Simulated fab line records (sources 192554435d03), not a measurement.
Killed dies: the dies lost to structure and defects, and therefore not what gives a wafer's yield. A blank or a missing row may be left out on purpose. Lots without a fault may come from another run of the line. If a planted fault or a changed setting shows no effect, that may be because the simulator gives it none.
fab line records + flow n5-finfet + part 1 of 2: steps 1 to 19 of 26
record:
- lots: 5
- wafers: 15
- last-day: 17
route steps=1938 shown BEOL_M15@1811 PASS1_DEP@1831 MIM_BOT@1832 MIM_TOP@1834
lots with no fault: from the same line, run without faults
start-h: hours from the record's opening day to when the first of the lot's shown wafers began + wait-h: how many hours have passed since the lot's step before this one + " same as the row above + L1.1+2: a single row standing in for several wafers + - no value, or no start given + * or withheld: withheld + < > ~ a bound
route shown NAME@n: NAME is a module with steps in the file, n the number in the route of the first one + usual: mean/standard deviation of fault-free wafers + same: alike in all rows + chamber/n: place in a boat + sites: per-site readings + _std_site: the standard deviation of these + _edge_site: the outer-site mean with the inner-site mean subtracted + radius-mm: for every site, how far away it sits from the centre of the wafer + mask NAME#n: copy n + behind: the most recent tool/chamber to have shaped the wafer + hold: why the lot was held/for how many hours/how that ended + device: transistor that didn't switch, given as n, p or np + end of line: tests run on the same wafers once the route is complete + a step without rows: its recipe alone + killed: the dies lost at the first sort to structure and to defects; this is not the yield of the wafer + map: dies across one wafer; x = killed, . = not, _ = none there
set.NAME: setting as actually run; set.NAME@STEP: the setting as run at that earlier step + model.NAME: the simulator's own value behind a step, which no gauge read
lots seen at some steps along the route; tables by step, rows by wafer
services: a tool's chamber out of use, with start hour (start-h, from the record's first day; less than 0 if before it), hours out, and reason
== steps ==
step: N5_BEOL_M15_STRIP_36
recipe:
- chemistry: O2
- power-w: 600
- temp-c: 60
- pressure-mtorr: 30
- rf-frequency-hz: 6e+07
- bias-power-w: 0
- overash-fraction: 0.3
- o2-flow-sccm: 225
usual:
- drypump-motor-current-A: 5.9/0.45
- oes-product-au: 0.77/0.091
- rf-vpp-V: 3.4/0.95
- showerhead-plenum-p-Torr: 2.07/0.088
- throttle-valve-pct: 16.73/0.29
| lot.wafer | tool        | chamber | start-h | wait-h | drypump-motor-current-A | oes-product-au | rf-hours-counter-h | rf-vpp-V | showerhead-plenum-p-Torr | throttle-valve-pct |
|-----------|-------------|---------|---------|--------|-------------------------|----------------|--------------------|----------|--------------------------|--------------------|
| L075.1    | rie-diel-06 | 0       | 261.01  | 0.5    | 6.5                     | 0.73           | 208                | 3.3      | 1.99                     | 16.48              |
| L075.3    | "           | 1       | "       | "      | 6.5                     | 0.86           | 57                 | 3.2      | 2.19                     | 16.50              |
| L075.4    | "           | 3       | "       | "      | 5.9                     | 0.76           | 149                | 2.9      | 1.92                     | 16.36              |
| L078.1    | rie-diel-06 | 3       | 278.32  | 0.7    | 5.9                     | 0.74           | 155                | 3.4      | 1.92                     | 16.38              |
| L078.2    | "           | 1       | "       | "      | 6.5                     | 0.85           | 62                 | 2.8      | 2.19                     | 16.49              |
| L078.5    | "           | 2       | "       | "      | 5.6                     | 0.96           | -                  | 2.1      | 2.05                     | 16.78              |
| L083.2    | rie-diel-01 | 3       | 303.96  | 0.1    | 5.4                     | 0.75           | 177                | 3.7      | 2.08                     | 17.03              |
| L083.4    | "           | 3       | "       | "      | 5.4                     | 0.74           | -                  | 5.4      | 2.08                     | 17.03              |
| L083.5    | "           | 1       | "       | "      | 5.5                     | 0.87           | -                  | 2.9      | 2.11                     | 16.57              |
| L092.1    | rie-diel-06 | 3       | 375.44  | 0.1    | 5.9                     | 0.73           | 184                | 2.8      | 1.91                     | 16.44              |
| L092.3    | "           | 1       | "       | "      | 6.4                     | 0.81           | 92                 | 2.2      | 2.18                     | 16.54              |
| L092.5    | "           | 1       | "       | "      | 6.5                     | 0.82           | -                  | 3.5      | 2.18                     | 16.54              |
| L094.4    | rie-diel-06 | 0       | 383.24  | 1.3    | 6.5                     | 0.71           | -                  | 5.2      | 1.98                     | 16.56              |
| L094.5    | "           | 1       | "       | "      | 6.5                     | 0.81           | -                  | 2.9      | 2.18                     | 16.56              |
| L094.6    | "           | 3       | "       | "      | 5.9                     | 0.72           | -                  | 4.3      | 1.91                     | 16.43              |
step: N5_BEOL_M15_STRIP_62
recipe:
- chemistry: O2
- power-w: 600
- temp-c: 60
- pressure-mtorr: 30
- rf-frequency-hz: 6e+07
- bias-power-w: 0
- overash-fraction: 0.3
- o2-flow-sccm: 225
usual:
- drypump-motor-current-A: 5.9/0.46
- oes-product-au: 0.77/0.091
- rf-vpp-V: 3.6/0.49
- showerhead-plenum-p-Torr: 2.07/0.088
- throttle-valve-pct: 16.73/0.29
| lot.wafer | tool        | chamber | start-h | wait-h | drypump-motor-current-A | oes-product-au | rf-hours-counter-h | rf-vpp-V | showerhead-plenum-p-Torr | throttle-valve-pct |
|-----------|-------------|---------|---------|--------|-------------------------|----------------|--------------------|----------|--------------------------|--------------------|
| L075.1    | rie-diel-06 | 0       | -       | -      | 6.6                     | 0.73           | 208                | 4.4      | 1.99                     | 16.48              |
| L075.3    | "           | 1       | "       | "      | 6.5                     | 0.85           | 57                 | 3.7      | 2.19                     | 16.49              |
| L075.4    | "           | 3       | "       | "      | 5.8                     | 0.75           | 149                | 3.8      | 1.92                     | 16.37              |
| L078.1    | rie-diel-06 | 3       | -       | -      | 5.9                     | 0.75           | 155                | 4.4      | 1.92                     | 16.37              |
| L078.2    | "           | 1       | "       | "      | 6.5                     | 0.86           | 62                 | 3.9      | 2.19                     | 16.51              |
| L078.5    | "           | 2       | "       | "      | 5.6                     | 0.95           | -                  | 3.5      | 2.05                     | 16.78              |
| L083.2    | rie-diel-01 | 3       | -       | -      | 5.4                     | 0.75           | 177                | 4.2      | 2.08                     | 17.04              |
| L083.4    | "           | 3       | "       | "      | 5.4                     | 0.75           | -                  | 2.8      | 2.08                     | 17.03              |
| L083.5    | "           | 1       | "       | "      | 5.5                     | 0.88           | -                  | 4.2      | 2.11                     | 16.55              |
| L092.1    | rie-diel-06 | 3       | -       | -      | 5.9                     | 0.73           | 184                | 3.9      | 1.91                     | 16.44              |
| L092.3    | "           | 1       | "       | "      | 6.5                     | 0.81           | 92                 | 3.4      | 2.18                     | 16.54              |
| L092.5    | "           | 1       | "       | "      | 6.5                     | 0.82           | -                  | 4.6      | 2.18                     | 16.53              |
| L094.4    | rie-diel-06 | 0       | -       | -      | 6.5                     | 0.71           | -                  | 3.2      | 1.98                     | 16.56              |
| L094.5    | "           | 1       | "       | "      | 6.5                     | 0.81           | -                  | 3.3      | 2.18                     | 16.55              |
| L094.6    | "           | 3       | "       | "      | 5.8                     | 0.72           | -                  | 4.4      | 1.91                     | 16.45              |
step: N5_BEOL_M15_STRIP_37
recipe:
- chemistry: O2
- power-w: 600
- temp-c: 60
- pressure-mtorr: 30
- rf-frequency-hz: 6e+07
- bias-power-w: 0
- overash-fraction: 0.3
- o2-flow-sccm: 225
usual:
- drypump-motor-current-A: 5.9/0.45
- oes-product-au: 0.77/0.091
- rf-vpp-V: 3.6/0.58
- showerhead-plenum-p-Torr: 2.07/0.088
- throttle-valve-pct: 16.73/0.29
| lot.wafer | tool        | chamber | start-h | wait-h | drypump-motor-current-A | oes-product-au | rf-hours-counter-h | rf-vpp-V | showerhead-plenum-p-Torr | throttle-valve-pct |
|-----------|-------------|---------|---------|--------|-------------------------|----------------|--------------------|----------|--------------------------|--------------------|
| L075.1    | rie-diel-06 | 0       | -       | -      | 6.5                     | 0.73           | 208                | 3.3      | 1.99                     | 16.47              |
| L075.3    | "           | 1       | "       | "      | 6.5                     | 0.85           | 57                 | 3.6      | 2.19                     | 16.48              |
| L075.4    | "           | 3       | "       | "      | 5.8                     | 0.76           | 149                | 3.0      | 1.92                     | 16.38              |
| L078.1    | rie-diel-06 | 3       | -       | -      | 5.8                     | 0.75           | 155                | 3.5      | 1.92                     | 16.36              |
| L078.2    | "           | 1       | "       | "      | 6.5                     | 0.84           | 62                 | 3.8      | 2.19                     | 16.49              |
| L078.5    | "           | 2       | "       | "      | 5.6                     | 0.94           | -                  | 3.4      | 2.05                     | 16.79              |
| L083.2    | rie-diel-01 | 3       | -       | -      | 5.4                     | 0.74           | 177                | 2.6      | 2.08                     | 17.00              |
| L083.4    | "           | 3       | "       | "      | 5.4                     | 0.74           | -                  | 3.5      | 2.08                     | 17.02              |
| L083.5    | "           | 1       | "       | "      | 5.5                     | 0.88           | -                  | 3.5      | 2.11                     | 16.54              |
| L092.1    | rie-diel-06 | 3       | -       | -      | 5.9                     | 0.73           | 184                | 3.0      | 1.91                     | 16.45              |
| L092.3    | "           | 1       | "       | "      | 6.5                     | 0.82           | 92                 | 5.0      | 2.18                     | 16.53              |
| L092.5    | "           | 1       | "       | "      | 6.5                     | 0.81           | -                  | 4.6      | 2.18                     | 16.53              |
| L094.4    | rie-diel-06 | 0       | -       | -      | 6.5                     | 0.71           | -                  | 3.8      | 1.98                     | 16.53              |
| L094.5    | "           | 1       | "       | "      | 6.5                     | 0.81           | -                  | 3.2      | 2.18                     | 16.55              |
| L094.6    | "           | 3       | "       | "      | 5.9                     | 0.73           | -                  | 3.7      | 1.91                     | 16.43              |
step: N5_BEOL_M15_ETCH_38
recipe:
- chemistry: CF4/N2
- target: SiCN
- target-depth-a: 1064
- taper-deg: 2
- time-s: 120.5
- ion-energy-ev: 150
- mask-material: SiO2
- pressure-mtorr: 40
- source-w: 430
- bias-w: 70
- Ar_flow_sccm: 100
- cf4-flow-sccm: 60
- n2-flow-sccm: 60
usual:
- cf4-flow-sccm: 60.00/0.19
- drypump-motor-current-A: 5.9/0.45
- oes-product-au: 0.76/0.09
- rf-vpp-V: 381.6/2.3
- showerhead-plenum-p-Torr: 2.19/0.089
- throttle-valve-pct: 15.56/0.25
| lot.wafer | tool        | chamber | start-h | wait-h | cf4-flow-sccm | drypump-motor-current-A | oes-product-au | rf-hours-counter-h | rf-vpp-V | showerhead-plenum-p-Torr | throttle-valve-pct |
|-----------|-------------|---------|---------|--------|---------------|-------------------------|----------------|--------------------|----------|--------------------------|--------------------|
| L075.1    | rie-diel-06 | 0       | -       | -      | 60.00         | 6.5                     | 0.75           | 208                | 379.0    | 2.10                     | 15.24              |
| L075.3    | "           | 1       | "       | "      | 59.82         | 6.5                     | 0.84           | 57                 | 385.3    | 2.33                     | 15.39              |
| L075.4    | "           | 3       | "       | "      | 60.09         | 5.9                     | 0.76           | 149                | 376.7    | 2.04                     | 15.21              |
| L078.1    | rie-diel-06 | 3       | -       | -      | 60.20         | 5.8                     | 0.75           | 155                | 377.6    | 2.04                     | 15.21              |
| L078.2    | "           | 1       | "       | "      | 59.83         | 6.5                     | 0.83           | 62                 | 385.2    | 2.33                     | 15.40              |
| L078.5    | "           | 2       | "       | "      | 60.02         | 5.6                     | 0.94           | -                  | 380.6    | 2.15                     | 15.48              |
| L083.2    | rie-diel-01 | 3       | -       | -      | 59.86         | 5.4                     | 0.74           | 177                | 382.7    | 2.22                     | 15.93              |
| L083.4    | "           | 3       | "       | "      | 59.93         | 5.4                     | 0.74           | -                  | 381.4    | 2.22                     | 15.93              |
| L083.5    | "           | 1       | "       | "      | 60.14         | 5.5                     | 0.89           | -                  | 382.7    | 2.25                     | 15.45              |
| L092.1    | rie-diel-06 | 3       | -       | -      | 59.93         | 5.9                     | 0.74           | 185                | 376.6    | 2.03                     | 15.30              |
| L092.3    | "           | 1       | "       | "      | 59.78         | 6.5                     | 0.80           | 92                 | 384.0    | 2.32                     | 15.46              |
| L092.5    | "           | 1       | "       | "      | 59.92         | 6.5                     | 0.79           | -                  | 384.6    | 2.32                     | 15.47              |
| L094.4    | rie-diel-06 | 0       | -       | -      | 59.88         | 6.5                     | 0.72           | -                  | 378.6    | 2.09                     | 15.32              |
| L094.5    | "           | 1       | "       | "      | 60.20         | 6.5                     | 0.79           | -                  | 385.7    | 2.32                     | 15.46              |
| L094.6    | "           | 3       | "       | "      | 59.84         | 5.9                     | 0.74           | -                  | 376.8    | 2.03                     | 15.30              |
step: N5_BEOL_M15_PRECLEAN_39
recipe:
- chemistry: residue-remover
- time-s: 60
- temp-c: 40
| lot.wafer  | tool         | chamber | start-h | wait-h |
|------------|--------------|---------|---------|--------|
| L075.1+3+4 | wet-bench-02 | 4,1,6   | 261.29  | -      |
| L078.1+2+5 | wet-bench-01 | 0,5,1   | 278.60  | -      |
| L083.2+4+5 | wet-bench-05 | 3,0,6   | 304.24  | -      |
| L092.1+3+5 | wet-bench-05 | 0,7,3   | 375.71  | -      |
| L094.4+5+6 | wet-bench-01 | 1,4,7   | 383.51  | -      |
step: N5_BEOL_M15_SRD_40
recipe:
- time-s: 30
- temp-c: 23
- rinse-liquid: diw
- dry: n2-spin
- spin-rpm: 1500
- dry-time-s: 30
same:
- dry-time-s: 30
| lot.wafer  | tool         | chamber | start-h | wait-h |
|------------|--------------|---------|---------|--------|
| L075.1+3+4 | wet-bench-02 | 4,1,6   | 261.31  | 0.0    |
| L078.1+2+5 | wet-bench-01 | 0,5,1   | 278.62  | 0.0    |
| L083.2+4+5 | wet-bench-05 | 3,0,6   | 304.26  | 0.0    |
| L092.1+3+5 | wet-bench-05 | 0,7,3   | 375.73  | 0.0    |
| L094.4+5+6 | wet-bench-01 | 1,4,7   | 383.53  | 0.0    |
step: N5_BEOL_M15_DEGAS_41
recipe:
- ambient: vacuum
- temp-c: 300
- time-s: 60
usual:
- heater-power-w: 474/41
| lot.wafer | tool           | chamber | start-h | wait-h | heater-power-w |
|-----------|----------------|---------|---------|--------|----------------|
| L075.1    | pvd-sputter-02 | -       | 261.70  | 0.4    | 500            |
| L075.3    | "              | -       | "       | "      | 523            |
| L075.4    | "              | -       | "       | "      | 534            |
| L078.1    | pvd-sputter-02 | -       | 279.10  | 0.5    | 456            |
| L078.2    | "              | -       | "       | "      | 515            |
| L078.5    | "              | -       | "       | "      | 502            |
| L083.2    | pvd-sputter-03 | -       | 304.83  | 0.6    | 494            |
| L083.4    | "              | -       | "       | "      | 516            |
| L083.5    | "              | -       | "       | "      | 485            |
| L092.1    | pvd-sputter-03 | -       | 377.24  | 1.5    | 500            |
| L092.3    | "              | -       | "       | "      | 488            |
| L092.5    | "              | -       | "       | "      | 425            |
| L094.4    | pvd-sputter-02 | -       | 383.71  | 0.2    | 512            |
| L094.5    | "              | -       | "       | "      | 530            |
| L094.6    | "              | -       | "       | "      | 467            |
step: N5_BEOL_M15_PRE_CLEAN_42
recipe:
- gas: H2/He
- time-s: 30
- temp-c: 300
usual:
- heater-power-w: 474/40
| lot.wafer | tool           | chamber | start-h | wait-h | heater-power-w |
|-----------|----------------|---------|---------|--------|----------------|
| L075.1    | pvd-sputter-02 | -       | 261.74  | 0.0    | 476            |
| L075.3    | "              | -       | "       | "      | 528            |
| L075.4    | "              | -       | "       | "      | 511            |
| L078.1    | pvd-sputter-02 | -       | 279.14  | 0.0    | 465            |
| L078.2    | "              | -       | "       | "      | 516            |
| L078.5    | "              | -       | "       | "      | 529            |
| L083.2    | pvd-sputter-03 | -       | 304.87  | 0.0    | 492            |
| L083.4    | "              | -       | "       | "      | 484            |
| L083.5    | "              | -       | "       | "      | 475            |
| L092.1    | pvd-sputter-03 | -       | 377.28  | 0.0    | 493            |
| L092.3    | "              | -       | "       | "      | 483            |
| L092.5    | "              | -       | "       | "      | 433            |
| L094.4    | pvd-sputter-02 | -       | 383.75  | 0.0    | 516            |
| L094.5    | "              | -       | "       | "      | 530            |
| L094.6    | "              | -       | "       | "      | 477            |
step: N5_BEOL_M15_SPUTTER_43
recipe:
- material: TaN
- target-thk-a: 150
- temp-c: 50
- bias-v: 168.6
- power-w: 15000
- chamber-pressure-pa: 0.12
- time-s: 24.19
usual:
- throttle-valve-pct: 30.6/1.1
| lot.wafer | tool           | chamber | start-h | wait-h | throttle-valve-pct |
|-----------|----------------|---------|---------|--------|--------------------|
| L075.1    | pvd-sputter-02 | -       | 261.78  | 0.0    | 30.9               |
| L075.3    | "              | -       | "       | "      | 30.2               |
| L075.4    | "              | -       | "       | "      | 29.0               |
| L078.1    | pvd-sputter-02 | -       | 279.18  | 0.0    | 30.5               |
| L078.2    | "              | -       | "       | "      | 29.5               |
| L078.5    | "              | -       | "       | "      | 29.1               |
| L083.2    | pvd-sputter-03 | -       | 304.91  | 0.0    | 31.2               |
| L083.4    | "              | -       | "       | "      | 31.5               |
| L083.5    | "              | -       | "       | "      | 31.1               |
| L092.1    | pvd-sputter-03 | -       | 377.32  | 0.0    | 31.5               |
| L092.3    | "              | -       | "       | "      | 31.1               |
| L092.5    | "              | -       | "       | "      | 31.6               |
| L094.4    | pvd-sputter-02 | -       | 383.79  | 0.0    | 29.2               |
| L094.5    | "              | -       | "       | "      | 30.2               |
| L094.6    | "              | -       | "       | "      | 30.7               |
step: N5_BEOL_M15_SPUTTER_44
recipe:
- material: Ta
- target-thk-a: 150
- temp-c: 50
- bias-v: 80
- power-w: 15000
- chamber-pressure-pa: 0.07
- time-s: 24.19
usual:
- throttle-valve-pct: 30.6/1.1
| lot.wafer | tool           | chamber | start-h | wait-h | throttle-valve-pct |
|-----------|----------------|---------|---------|--------|--------------------|
| L075.1    | pvd-sputter-02 | -       | 261.86  | 0.0    | 30.7               |
| L075.3    | "              | -       | "       | "      | 30.2               |
| L075.4    | "              | -       | "       | "      | 29.0               |
| L078.1    | pvd-sputter-02 | -       | 279.26  | 0.0    | 30.6               |
| L078.2    | "              | -       | "       | "      | 29.1               |
| L078.5    | "              | -       | "       | "      | 28.9               |
| L083.2    | pvd-sputter-03 | -       | 304.99  | 0.0    | 31.2               |
| L083.4    | "              | -       | "       | "      | 31.2               |
| L083.5    | "              | -       | "       | "      | 31.3               |
| L092.1    | pvd-sputter-03 | -       | 377.40  | 0.0    | 31.4               |
| L092.3    | "              | -       | "       | "      | 30.8               |
| L092.5    | "              | -       | "       | "      | 31.5               |
| L094.4    | pvd-sputter-02 | -       | 383.87  | 0.0    | 28.9               |
| L094.5    | "              | -       | "       | "      | 30.1               |
| L094.6    | "              | -       | "       | "      | 30.8               |
step: N5_BEOL_M15_SPUTTER_45
recipe:
- material: Cu
- target-thk-a: 1000
- temp-c: -20
- bias-v: 60
- power-w: 26000
- chamber-pressure-pa: 0.13
- time-s: 16.67
usual:
- chuck-gas-flow-sccm: 1.26/0.055
- throttle-valve-pct: 30.6/1.1
| lot.wafer | tool           | chamber | start-h | wait-h | chuck-gas-flow-sccm | throttle-valve-pct |
|-----------|----------------|---------|---------|--------|---------------------|--------------------|
| L075.1    | pvd-sputter-02 | -       | 261.94  | 0.0    | 1.25                | 30.6               |
| L075.3    | "              | -       | "       | "      | 1.26                | 30.0               |
| L075.4    | "              | -       | "       | "      | 1.31                | 29.1               |
| L078.1    | pvd-sputter-02 | -       | 279.34  | 0.0    | 1.29                | 30.7               |
| L078.2    | "              | -       | "       | "      | 1.21                | 29.0               |
| L078.5    | "              | -       | "       | "      | 1.24                | 29.3               |
| L083.2    | pvd-sputter-03 | -       | 305.07  | 0.0    | 1.21                | 30.7               |
| L083.4    | "              | -       | "       | "      | 1.24                | 31.3               |
| L083.5    | "              | -       | "       | "      | 1.28                | 31.5               |
| L092.1    | pvd-sputter-03 | -       | 377.48  | 0.0    | 1.28                | 31.4               |
| L092.3    | "              | -       | "       | "      | 1.36                | 31.0               |
| L092.5    | "              | -       | "       | "      | 1.25                | 31.6               |
| L094.4    | pvd-sputter-02 | -       | 383.95  | 0.0    | 1.27                | 28.9               |
| L094.5    | "              | -       | "       | "      | 1.33                | 30.3               |
| L094.6    | "              | -       | "       | "      | 1.29                | 30.7               |
step: N5_BEOL_M15_ECD_47
recipe:
- material: Cu
- target-thk-a: 18600
| lot.wafer  | tool      | chamber | start-h | wait-h |
|------------|-----------|---------|---------|--------|
| L075.1+3+4 | ecd-cu-02 | 0,1,0   | 262.06  | 0.1    |
| L078.1+2+5 | ecd-cu-02 | 0,1,0   | 279.45  | 0.1    |
| L083.2+4+5 | ecd-cu-02 | 0,0,1   | 305.18  | 0.1    |
| L092.1+3+5 | ecd-cu-01 | 1,1,0   | 377.59  | 0.1    |
| L094.4+5+6 | ecd-cu-01 | 0,0,1   | 384.14  | 0.2    |
step: N5_BEOL_M15_ANNEAL_48
recipe:
- temp-c: 225
- time-s: 90
- ambient: N2
usual:
- wafer_temp_C_max: 226.03/0.22
| lot.wafer | tool          | chamber | start-h | wait-h | wafer_temp_C_max |
|-----------|---------------|---------|---------|--------|------------------|
| L075.1    | rtp-anneal-02 | 0       | 262.31  | 0.2    | 226.47           |
| L075.3    | "             | 0       | "       | "      | 226.56           |
| L075.4    | "             | 0       | "       | "      | 226.46           |
| L078.1    | rtp-anneal-01 | 0       | 280.21  | 0.7    | 225.63           |
| L078.2    | "             | 0       | "       | "      | 226.16           |
| L078.5    | "             | 0       | "       | "      | 225.95           |
| L083.2    | rtp-anneal-02 | 0       | 305.47  | 0.2    | 226.03           |
| L083.4    | "             | 0       | "       | "      | 226.24           |
| L083.5    | "             | 0       | "       | "      | 225.93           |
| L092.1    | rtp-anneal-01 | 0       | 377.84  | 0.2    | 225.94           |
| L092.3    | "             | 0       | "       | "      | 226.11           |
| L092.5    | "             | 0       | "       | "      | 225.91           |
| L094.4    | rtp-anneal-01 | 0       | 384.44  | 0.2    | 226.05           |
| L094.5    | "             | 0       | "       | "      | 225.90           |
| L094.6    | "             | 0       | "       | "      | 226.35           |
step: N5_BEOL_M15_CMP_49
recipe:
- stop-on: SiO2
- t-overpolish-s: 4.9
- down-force-psi: 2
- platen-rpm: 80
- clearing-platen-down-force-psi: 2
- clearing-platen-rpm: 80
- post-cmp-clean: cu-alkaline
- target-thk-nm: 850
- clearing-platen-pad-velocity-m-s: 1.5917
- pad-velocity-m-s: 1.5917
usual:
- barrier-field-endpoint-s: 11.4/0.37
- edge-zone-pressure-frac: 1.000/0.0048
- motor-current-A: 8.0/0.89
- overpolish-run-s: 4.899/0.0096
- platen-rpm: 80.00/0.049
| lot.wafer | tool   | chamber | start-h | wait-h | barrier-field-endpoint-s | edge-zone-pressure-frac | motor-current-A | overpolish-run-s | platen-rpm |
|-----------|--------|---------|---------|--------|--------------------------|-------------------------|-----------------|------------------|------------|
| L075.4    | cmp-02 | 3       | 262.60  | 0.1    | 11.1                     | 0.997                   | 8.1             | 4.902            | 80.06      |
| L075.1    | "      | 0       | "       | "      | 11.9                     | 1.001                   | 7.1             | 4.899            | 79.96      |
| L075.3    | "      | 1       | "       | "      | 11.6                     | 0.995                   | 9.3             | 4.910            | 80.00      |
| L078.1    | cmp-04 | 3       | 280.79  | 0.5    | 11.3                     | 1.000                   | 7.9             | 4.881            | 79.96      |
| L078.2    | "      | 2       | "       | "      | 12.3                     | 0.988                   | 7.8             | 4.893            | 80.05      |
| L078.5    | "      | 3       | "       | "      | 11.1                     | 1.003                   | 7.8             | 4.913            | 80.07      |
| L083.4    | cmp-02 | 0       | 305.88  | 0.3    | 11.3                     | 1.008                   | 7.5             | 4.906            | 80.02      |
| L083.2    | "      | 2       | "       | "      | 11.1                     | 1.006                   | 6.0             | 4.910            | 79.91      |
| L083.5    | "      | 1       | "       | "      | 11.3                     | 0.996                   | 9.2             | 4.896            | 79.97      |
| L092.3    | cmp-02 | 1       | 378.32  | 0.3    | 11.5                     | 1.001                   | 9.1             | 4.903            | 79.95      |
| L092.1    | "      | 2       | "       | "      | 11.3                     | 0.996                   | 6.2             | 4.893            | 79.98      |
| L092.5    | "      | 3       | "       | "      | 11.5                     | 1.009                   | 8.4             | 4.905            | 80.05      |
| L094.4    | cmp-04 | 3       | 384.61  | 0.1    | 10.8                     | 0.990                   | 7.3             | 4.903            | 80.01      |
| L094.6    | "      | 3       | "       | "      | 10.7                     | 0.994                   | 8.0             | 4.908            | 79.99      |
| L094.5    | "      | 0       | "       | "      | 11.4                     | 0.995                   | 8.6             | 4.889            | 79.96      |
step: N5_BEOL_M15_THK_MEAS_50
recipe:
- thk-meas-gauge: xrf
- reads: Cu_of_BEOL_M15_ECD_47
usual:
- M15_THK: 833/19
| lot.wafer | tool          | chamber | start-h | wait-h | M15_THK[nm] |
|-----------|---------------|---------|---------|--------|-------------|
| L075.1    | film-metro-02 | -       | 262.92  | 0.2    | 837         |
| L075.3    | "             | -       | "       | "      | 838         |
| L075.4    | "             | -       | "       | "      | 817         |
| L078.1    | film-metro-01 | -       | 281.09  | -      | 801         |
| L078.2    | "             | -       | "       | "      | 836         |
| L078.5    | "             | -       | "       | "      | 808         |
| L083.2    | film-metro-02 | -       | 306.17  | -      | 850         |
| L083.4    | "             | -       | "       | "      | 805         |
| L083.5    | "             | -       | "       | "      | 853         |
| L092.1    | film-metro-02 | -       | 378.54  | -      | 841         |
| L092.3    | "             | -       | "       | "      | 832         |
| L092.5    | "             | -       | "       | "      | 825         |
| L094.4    | film-metro-01 | -       | 384.90  | -      | 830         |
| L094.5    | "             | -       | "       | "      | 823         |
| L094.6    | "             | -       | "       | "      | 797         |
step: N5_BEOL_M15_PRE_CLEAN_52
recipe:
- gas: NH3
- time-s: 15
- temp-c: withheld
- rf-power-w: 300
| lot.wafer  | tool     | chamber | start-h | wait-h |
|------------|----------|---------|---------|--------|
| L075.1+3+4 | pecvd-04 | 1,1,0   | 262.95  | 0.0    |
| L078.1+2+5 | pecvd-04 | 2,1,1   | 281.13  | 0.0    |
| L083.2+4+5 | pecvd-01 | 2,2,1   | 306.21  | 0.0    |
| L092.1+3+5 | pecvd-01 | 2,0,1   | 378.58  | 0.0    |
| L094.4+5+6 | pecvd-02 | 1,2,0   | 384.95  | 0.0    |
step: N5_BEOL_M15_DEP_53
recipe:
- material: SiCN
- target-thk-a: 500
- temp-c: withheld
- precursor: 3MS/NH3
- pressure-torr: 3
- rf-w: 675
- time-s: 17.8
usual:
- showerhead-plenum-p-Torr: 4.169/0.014
- throttle-valve-pct: 18.2/1
| lot.wafer | tool     | chamber | start-h | wait-h | showerhead-plenum-p-Torr | throttle-valve-pct |
|-----------|----------|---------|---------|--------|--------------------------|--------------------|
| L075.1    | pecvd-04 | 1       | 262.99  | 0.0    | 4.147                    | 18.9               |
| L075.3    | "        | 1       | "       | "      | 4.153                    | 19.0               |
| L075.4    | "        | 0       | "       | "      | 4.181                    | 19.6               |
| L078.1    | pecvd-04 | 2       | 281.15  | 0.0    | 4.167                    | 17.3               |
| L078.2    | "        | 1       | "       | "      | 4.141                    | 18.9               |
| L078.5    | "        | 1       | "       | "      | 4.159                    | 18.8               |
| L083.2    | pecvd-01 | 2       | 306.23  | 0.0    | 4.175                    | 17.2               |
| L083.4    | "        | 2       | "       | "      | 4.171                    | 17.0               |
| L083.5    | "        | 1       | "       | "      | 4.171                    | 18.7               |
| L092.1    | pecvd-01 | 2       | 378.60  | 0.0    | 4.178                    | 17.4               |
| L092.3    | "        | 0       | "       | "      | 4.166                    | 17.2               |
| L092.5    | "        | 1       | "       | "      | 4.176                    | 18.7               |
| L094.4    | pecvd-02 | 1       | 384.98  | 0.0    | 4.173                    | 17.4               |
| L094.5    | "        | 2       | "       | "      | 4.167                    | 17.4               |
| L094.6    | "        | 0       | "       | "      | 4.164                    | 18.3               |
step: N5_BEOL_M15_RS_MEAS_54
recipe:
- thk-meas-gauge: four-point-probe
- reads: Cu_of_BEOL_M15_ECD_47+Ta_of_BEOL_M15_SPUTTER_44+TaN_of_BEOL_M15_SPUTTER_43
usual:
- M15_RS: 0.0216/0.0005
| lot.wafer | tool          | chamber | start-h | wait-h | M15_RS[ohm/sq] |
|-----------|---------------|---------|---------|--------|----------------|
| L075.1    | film-metro-02 | -       | 263.07  | 0.1    | 0.0216         |
| L075.3    | "             | -       | "       | "      | 0.0214         |
| L075.4    | "             | -       | "       | "      | 0.0222         |
| L078.1    | film-metro-02 | -       | 281.22  | 0.0    | 0.0228         |
| L078.2    | "             | -       | "       | "      | 0.0216         |
| L078.5    | "             | -       | "       | "      | 0.0224         |
| L083.2    | film-metro-02 | -       | 306.30  | 0.1    | 0.0212         |
| L083.4    | "             | -       | "       | "      | 0.0223         |
| L083.5    | "             | -       | "       | "      | 0.0212         |
| L092.1    | film-metro-02 | -       | 378.67  | 0.0    | 0.0214         |
| L092.3    | "             | -       | "       | "      | 0.0216         |
| L092.5    | "             | -       | "       | "      | 0.0218         |
| L094.4    | film-metro-01 | -       | 385.03  | 0.0    | 0.0218         |
| L094.5    | "             | -       | "       | "      | 0.0221         |
| L094.6    | "             | -       | "       | "      | 0.0228         |
step: N5_BEOL_M15_INSPECT_55
recipe:
- inspect-instrument: darkfield
- mode: post-dep
usual:
- raw-defect-count: 75/29
| lot.wafer | tool              | chamber | start-h | wait-h | raw-defect-count |
|-----------|-------------------|---------|---------|--------|------------------|
| L075.1    | defect-inspect-01 | -       | 263.10  | 0.0    | 61               |
| L075.3    | "                 | -       | "       | "      | 54               |
| L075.4    | "                 | -       | "       | "      | 44               |
| L078.1    | defect-inspect-01 | -       | 281.25  | 0.0    | 110              |
| L078.2    | "                 | -       | "       | "      | 93               |
| L078.5    | "                 | -       | "       | "      | 86               |
| L083.2    | defect-inspect-02 | -       | 306.33  | 0.0    | 34               |
| L083.4    | "                 | -       | "       | "      | 46               |
| L083.5    | "                 | -       | "       | "      | 37               |
| L092.1    | defect-inspect-02 | -       | 378.69  | 0.0    | 55               |
| L092.3    | "                 | -       | "       | "      | 59               |
| L092.5    | "                 | -       | "       | "      | 48               |
| L094.4    | defect-inspect-01 | -       | 385.06  | 0.0    | 41               |
| L094.5    | "                 | -       | "       | "      | 55               |
| L094.6    | "                 | -       | "       | "      | 94               |
